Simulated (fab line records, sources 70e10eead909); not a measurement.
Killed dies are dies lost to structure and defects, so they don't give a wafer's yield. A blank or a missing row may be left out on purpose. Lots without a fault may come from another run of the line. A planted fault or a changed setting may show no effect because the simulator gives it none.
Chamber matching | flow nand_harc | NHARC_P_GATE_DEP_103 on pecvd-04: 3 sister chambers
The step deposits SiON, target thk 30 nm. 6 wafers are shown with their chamber, then 7 later ones without.

WAFERS WITH THEIR CHAMBER
wafer  | chamber | heater_power_w (W)
L656.5 | 2       | 807
L657.4 | 2       | 755
L672.4 | 0       | 744
L672.5 | 1       | 715
L674.2 | 0       | 720
L674.3 | 1       | 731

WAFERS WITHOUT THEIR CHAMBER
wafer  | heater_power_w (W)
L674.6 | 722
L673.1 | 704
L673.2 | 720
L673.4 | 737
L676.3 | 637
L676.4 | 725
L676.6 | 631

WHICH CHAMBER EACH WENT THROUGH
wafer  | from the rows above          | in truth
L674.6 | can't be placed: 1 or 0      | 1
L673.1 | can't be placed: 1 or 0      | 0
L673.2 | can't be placed: 1 or 0      | 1
L673.4 | can't be placed: 0 or 1 or 2 | 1
L676.3 | can't be placed: 1 or 0      | 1
L676.4 | can't be placed: 1 or 0      | 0
L676.6 | can't be placed: 1 or 0      | 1
Placed correctly: 0 of 7. Can't be placed from these rows: 7 (the true chamber is among the candidates in 7). Placed wrongly: 0.
How it was worked out, from the rows above alone: a wafer's distance from a chamber is the root of the sum, over the readings, of the square of ((its reading less the chamber's mean) divided by the reading's scatter). The wafer belongs to the nearest chamber; if the next one is less than 2 further off, it can't be placed. A chamber's mean is the mean of its shown wafers. The scatter: the root of (the sum of the squares of (reading less its chamber's mean) over the shown wafers, divided by (wafers less chambers)).
